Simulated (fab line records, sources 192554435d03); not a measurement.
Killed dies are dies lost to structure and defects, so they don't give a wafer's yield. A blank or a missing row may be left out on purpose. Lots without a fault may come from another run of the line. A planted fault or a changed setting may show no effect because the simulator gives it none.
fab line records | flow n5_finfet
record lots=3 wafers=9 last_day=17
route steps=1938 shown BEOL_M3@938 BEOL_M4@1111
lots that met no fault: from a run of the same line without faults
start_h: hours from the record's first day to the start of the lot's first wafer shown | wait_h: hours since the lot's step before | " the same as in the row above | L1.1+2: a row that stands for several wafers | - no value, or no start given | * or withheld: withheld | < > ~ a bound
route shown NAME@n: a module of which the file shows steps, and the number in the route of the first | usual: mean/standard deviation of fault-free wafers | same: alike in all rows | chamber/n: place in a boat | sites: the reading at each site | _std_site: their standard deviation | _edge_site: outer sites' mean less inner sites' | radius_mm: how far each site lies from the wafer's centre | mask NAME#n: copy n | behind: the tool/chamber that last shaped the wafer | hold: why the lot was held/for how many hours/how that ended | device: the transistor (n, p or np) that didn't switch | end of line: the same wafers' tests at the end of the route | a step without rows: its recipe alone | killed: dies lost to structure and defects at the first sort, not the wafer's yield | map: a wafer's dies, x killed, . not, _ none there
set.NAME: the setting as run; set.NAME@STEP: as run at that earlier step | model.NAME: the simulator's own value behind a step, which no gauge read
lots at some steps of the route; a table a step, a row a wafer
services: from which hour (start_h, from the record's first day; less than 0 if before it) a tool's chamber was out of use, for how many hours, and why
## steps
# step N5_BEOL_M3_COAT_05
# recipe resist=CAR-EUV spin_rpm=1500 resist_thk_nm=30
# step N5_BEOL_M3_EBR_07
# recipe solvent=PGMEA ebr_width_mm=1.5
# step N5_BEOL_M3_SOFTBAKE_06
# recipe temp_c=110 time_s=60 resist=CAR-EUV
# step N5_BEOL_M3_EXPOSE_08
# recipe mask_id=M3 na=0.33 source_shape=dipole sigma_inner=0.369 sigma_outer=0.767 polarization=unpolarized dose_mj=33
# step N5_BEOL_M3_PEB_09
# recipe peb_temp_c=100 peb_time_s=60 resist=CAR-EUV
# step N5_BEOL_M3_DEVELOP_10
# recipe develop_time_s=30 developer=TMAH resist=CAR-EUV rinse_liquid=surfactant_rinse dry=air_spin dev_temp_c=23
# step N5_BEOL_M3_DESCUM_16
# recipe chemistry=O2 time_s=7 source_power_w=50 bias_power_w=20 pressure_mtorr=20 rf_frequency_hz=2.712e+07 temp_c=40 resist=CAR-EUV o2_flow_sccm=225
# step N5_BEOL_M3_ETCH_74
# recipe chemistry=N2/H2 target=underlayer target_depth_a=65 mask_material=CAR-EUV time_s=5.2 ion_energy_ev=200 pressure_mtorr=30 source_w=840 bias_w=150 n2_flow_sccm=200 h2_flow_sccm=200 ends=cleared
# step N5_BEOL_M3_ETCH_63
# recipe chemistry=CF4 target=SiARC target_depth_a=156 mask_material=CAR-EUV time_s=26 ion_energy_ev=80 pressure_mtorr=40 source_w=545 bias_w=36 Ar_flow_sccm=100 cf4_flow_sccm=100 ends=cleared
# step N5_BEOL_M3_ETCH_64
# recipe chemistry=N2/H2 target=SOC target_depth_a=750 overetch_a=150 mask_material=SiARC temp_c=40 time_s=112.5 ion_energy_ev=200 pressure_mtorr=30 source_w=840 bias_w=150 n2_flow_sccm=200 h2_flow_sccm=200
# usual drypump_motor_current_A=5.81/0.24 oes_product_au=0.62/0.069 rf_vpp_V=524.5/2.4 showerhead_plenum_p_Torr=2.57/0.082 throttle_valve_pct=17.8/0.34
# columns lot.wafer tool chamber start_h wait_h drypump_motor_current_A oes_product_au rf_hours_counter_h rf_vpp_V showerhead_plenum_p_Torr throttle_valve_pct model.SiARC_of_BEOL_M3_COAT_62.thk_nm model.BEOL_M3.cd_offset_nm
L732.2 rie_diel-03 3 205.43 0.0 5.45 0.63 124 522.9 2.47 18.1 4.6 0.6
L732.3 " 2 " " 5.74 0.69 57 526.2 2.69 17.4 4.6 1.2
L732.5 " 0 " " 5.61 0.70 - 526.2 2.61 17.9 4.4 1.2
L738.1 rie_diel-05 2 246.20 0.0 6.06 0.55 222 521.4 2.42 18.2 7 0
L738.3 " 0 " " 5.63 0.71 24 524.0 2.60 17.3 6.8 -0.2
L738.5 " 0 " " 5.66 0.71 - 524.7 2.60 17.3 6.8 0
L739.1 rie_diel-05 2 263.76 0.0 6.06 0.55 228 520.6 2.42 18.2 7 0
L739.3 " 0 " " 5.64 0.70 30 524.1 2.59 17.4 7 -0.2
L739.6 " 0 " " 5.64 0.70 - 526.8 2.59 17.4 6.8 -0.2
# step N5_BEOL_M3_STRIP_65
# recipe chemistry=N2/H2 temp_c=40 n2_flow_sccm=200 h2_flow_sccm=200 rf_frequency_hz=6e+07
# step N5_BEOL_M3_STRIP_75
# recipe chemistry=N2/H2 temp_c=40 n2_flow_sccm=200 h2_flow_sccm=200 rf_frequency_hz=6e+07
# step N5_BEOL_M3_STRIP_66
# recipe chemistry=CF4 resist=SiARC power_w=300 bias_power_w=75 pressure_mtorr=50 cf4_flow_sccm=150 rf_frequency_hz=6e+07
# step N5_BEOL_M3_HM_OPEN_17
# recipe chemistry=Cl2/BCl3 target_depth_a=200 overetch_a=60 target=TiN mask_material=SOC ion_energy_ev=150 pressure_mtorr=10 icp_w=1000 bias_w=126 Cl2_flow_sccm=53.25 bcl3_flow_sccm=21.75 Ar_flow_sccm=25
# usual drypump_motor_current_A=5.9/0.3 he_backside_leak_sccm=3.36/0.21 oes_product_au=0.66/0.11 throttle_valve_pct=22.15/0.2
# columns lot.wafer tool chamber start_h wait_h drypump_motor_current_A he_backside_leak_sccm oes_product_au rf_hours_counter_h throttle_valve_pct model.BEOL_M3.cd_offset_nm
L732.2 rie_metal-03 1 205.59 0.0 5.4 3.67 0.71 25 22.00 0.6
L732.3 " 0 " " 5.4 3.36 0.76 - 22.25 1
L732.5 " 0 " " 5.5 3.23 0.77 - 22.24 1
L738.1 rie_metal-01 0 246.37 0.0 6.3 3.07 0.65 56 21.92 0
L738.3 " 0 " " 6.3 3.04 0.63 - 21.95 -0.4
L738.5 " 0 " " 6.3 3.20 0.64 - 21.96 -0.2
L739.1 rie_metal-02 0 263.93 0.0 6.2 3.56 0.80 5 21.91 0
L739.3 " 0 " " 6.2 3.55 0.79 - 21.93 -0.2
L739.6 " 0 " " 6.2 3.59 0.80 - 21.95 -0.4
# step N5_BEOL_M3_STRIP_19
# recipe chemistry=O2 power_w=400 temp_c=40 pressure_mtorr=30 rf_frequency_hz=6e+07 bias_power_w=0 overash_fraction=0.2 o2_flow_sccm=225
# step N5_BEOL_M3_COAT_67
# recipe resist=SOC temp_c=250 time_s=60 spin_rpm=1500 resist_thk_nm=60
# step N5_BEOL_M3_COAT_68
# recipe resist=SiARC temp_c=220 time_s=60 spin_rpm=1500 resist_thk_nm=12
# step N5_BEOL_M3_COAT_76
# recipe resist=underlayer temp_c=205 time_s=60 spin_rpm=1500 resist_thk_nm=5
# step N5_BEOL_M3_COAT_22
# recipe resist=CAR-EUV spin_rpm=1500 resist_thk_nm=30
# step N5_BEOL_M3_EBR_24
# recipe solvent=PGMEA ebr_width_mm=1.5
# step N5_BEOL_M3_SOFTBAKE_23
# recipe temp_c=110 time_s=60 resist=CAR-EUV
# step N5_BEOL_M3_EXPOSE_25
# recipe mask_id=V2 na=0.33 source_shape=quasar sigma_inner=0.2 sigma_outer=0.8 polarization=unpolarized defocus_nm=5 dose_mj=63
# step N5_BEOL_M3_PEB_26
# recipe peb_temp_c=100 peb_time_s=60 resist=CAR-EUV
# step N5_BEOL_M3_DEVELOP_27
# recipe develop_time_s=30 developer=TMAH resist=CAR-EUV rinse_liquid=surfactant_rinse dry=air_spin dev_temp_c=23
# step N5_BEOL_M3_DESCUM_33
# recipe chemistry=O2 time_s=7 source_power_w=50 bias_power_w=20 pressure_mtorr=20 rf_frequency_hz=2.712e+07 temp_c=40 resist=CAR-EUV o2_flow_sccm=225
# step N5_BEOL_M3_ETCH_77
# recipe chemistry=N2/H2 target=underlayer target_depth_a=65 mask_material=CAR-EUV time_s=5.2 ion_energy_ev=200 pressure_mtorr=30 source_w=840 bias_w=150 n2_flow_sccm=200 h2_flow_sccm=200 ends=cleared
# step N5_BEOL_M3_ETCH_69
# recipe chemistry=CF4 target=SiARC target_depth_a=156 mask_material=CAR-EUV time_s=26 ion_energy_ev=80 pressure_mtorr=40 source_w=545 bias_w=36 Ar_flow_sccm=100 cf4_flow_sccm=100 ends=cleared
# step N5_BEOL_M3_ALD_98
# recipe material=SiO2 target_thk_a=25 temp_c=100 ald_precursor_family=BDEAS ald_co_reactant=O2-plasma pulse_time_s=1 co_reactant_pulse_time_s=1 purge_time_s=2 co_reactant_purge_time_s=2 ald_cycles=17 pressure_torr=2
# step N5_BEOL_M3_ETCHBACK_99
# recipe chemistry=CHF3 target=SiO2 target_depth_a=50 time_s=10.4 source_w=215 bias_w=47 Ar_flow_sccm=200 CHF3_flow_sccm=12 ion_energy_ev=100 pressure_mtorr=30
# step N5_BEOL_M3_ETCH_70
# recipe chemistry=N2/H2 target=SOC target_depth_a=800 overetch_a=160 mask_material=SiARC temp_c=40 time_s=120 ion_energy_ev=200 pressure_mtorr=30 source_w=840 bias_w=150 n2_flow_sccm=200 h2_flow_sccm=200
# step N5_BEOL_M3_STRIP_71
# recipe chemistry=N2/H2 temp_c=40 n2_flow_sccm=200 h2_flow_sccm=200 rf_frequency_hz=6e+07
# step N5_BEOL_M3_STRIP_78
# recipe chemistry=N2/H2 temp_c=40 n2_flow_sccm=200 h2_flow_sccm=200 rf_frequency_hz=6e+07
# step N5_BEOL_M3_VIA_ETCH_34
# recipe chemistry=C4F6/O2 target_depth_a=694 mask_material=SOC pressure_mtorr=15 ion_energy_ev=250 taper_deg=4 time_s=65.9 source_w=350 bias_w=170 Ar_flow_sccm=300 C4F6_flow_sccm=10 O2_flow_sccm=10
# step N5_BEOL_M3_STRIP_83
# recipe chemistry=C4F6/O2 resist=SiARC rf_frequency_hz=6e+07
# step N5_BEOL_M3_STRIP_36
# recipe chemistry=N2/H2 power_w=450 temp_c=40 pressure_mtorr=20 rf_frequency_hz=6e+07 overash_fraction=0.3 bias_power_w=7 h2_frac=0.5 n2_flow_sccm=200 h2_flow_sccm=200
# step N5_BEOL_M3_CD_MEAS_35
# recipe target_cd_nm=18 target_cd_y_nm=21 polarity=opening
# usual cd_nm=18.1/0.34
# columns lot.wafer tool chamber start_h wait_h cd_nm
L732.2 cd_sem-03 - 213.88 0.0 18.7
L732.3 " - " " 19.3
L732.5 " - " " 19.0
L738.1 cd_sem-02 - 250.83 0.0 17.9
L738.3 " - " " 17.7
L738.5 " - " " 18.0
L739.1 cd_sem-03 - 267.78 0.0 17.9
L739.3 " - " " 17.9
L739.6 " - " " 17.7
# step N5_BEOL_M4_RC_MEAS_101
# usual DIBL_N=36.0/2 DIBL_P=36.2/2.2 IOFF_N=0.16/0.034 IOFF_P=0.21/0.04 ION_N=675/12 ION_P=463/7.2 SS_N=71.6/0.6 SS_P=73.3/0.67 VT_N=250/3 VT_P=-251/3.4
# columns lot.wafer tool chamber start_h wait_h DIBL_N[mV/V] DIBL_P[mV/V] IOFF_N[nA/um] IOFF_P[nA/um] ION_N[uA/um] ION_P[uA/um] SS_N[mV/dec] SS_P[mV/dec] VT_N[mV] VT_P[mV]
L732.2 prober-02 0 234.80 0.2 35.9 36.9 0.17 0.21 675 456 72.1 73.2 251 -253
L732.3 " 0 " " 35.2 35.1 0.16 0.17 680 460 71.4 73.1 251 -254
L732.5 " 0 " " 35.8 35.8 0.16 0.19 673 458 71.1 73.7 251 -254
L738.1 prober-01 0 269.45 0.0 36.9 36.5 0.16 0.23 674 466 71.4 73.1 249 -247
L738.3 " 0 " " 36.6 35.6 0.17 0.22 681 469 72.0 72.8 247 -246
L738.5 " 0 " " 34.9 35.4 0.14 0.22 677 467 71.0 72.6 250 -247
L739.1 prober-02 0 279.72 0.0 32.4 32.5 0.10 0.16 649 453 70.5 71.9 257 -255
L739.3 " 0 " " 36.2 36.1 0.16 0.20 675 463 71.2 72.9 252 -252
L739.6 " 0 " " 36.1 35.8 0.14 0.19 668 459 71.6 73.3 253 -252
## services
# columns tool chamber start_h hours kind
rie_diel-03 3 181.91 13.3 repair
rie_metal-02 0 182.77 - clean
rie_metal-02 0 182.77 20.1 scheduled_down
rie_metal-02 0 182.77 20.1 vent_cycle
rie_diel-05 3 199.25 6.7 repair
rie_metal-02 - 210.06 10.0 pm
rie_diel-05 - 215.61 0.7 repair
rie_diel-05 3 239.24 9.6 repair
rie_metal-02 1 253.64 - clean
rie_metal-02 1 253.64 17.3 scheduled_down
rie_metal-02 1 253.64 17.3 vent_cycle
## key
first_sign step=N5_BEOL_M3_CD_MEAS_35 reading=cd_nm direction=up sigmas=2.7 usual=18.1 struck=19.0
effect none on later readings
model_effect step=N5_BEOL_M3_ETCH_64 value=SiARC_of_BEOL_M3_COAT_62.thk_nm without=6.6 struck=4.533
model_effect step=N5_BEOL_M3_HM_OPEN_17 value=BEOL_M3.cd_offset_nm without=0 struck=0.8667
met_at N5_BEOL_M3_ETCH_64
struck_wafers L732.2,L732.3,L732.5
also_fits N5_BEOL_M3_HM_OPEN_17:rie_metal-03
fault kind=process_parameter_drift tool=rie_diel-03 chamber=- onset_h=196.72 steps=N5_BEOL_M3_ETCH_64 channel=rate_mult offset=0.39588 shape=step end_h=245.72
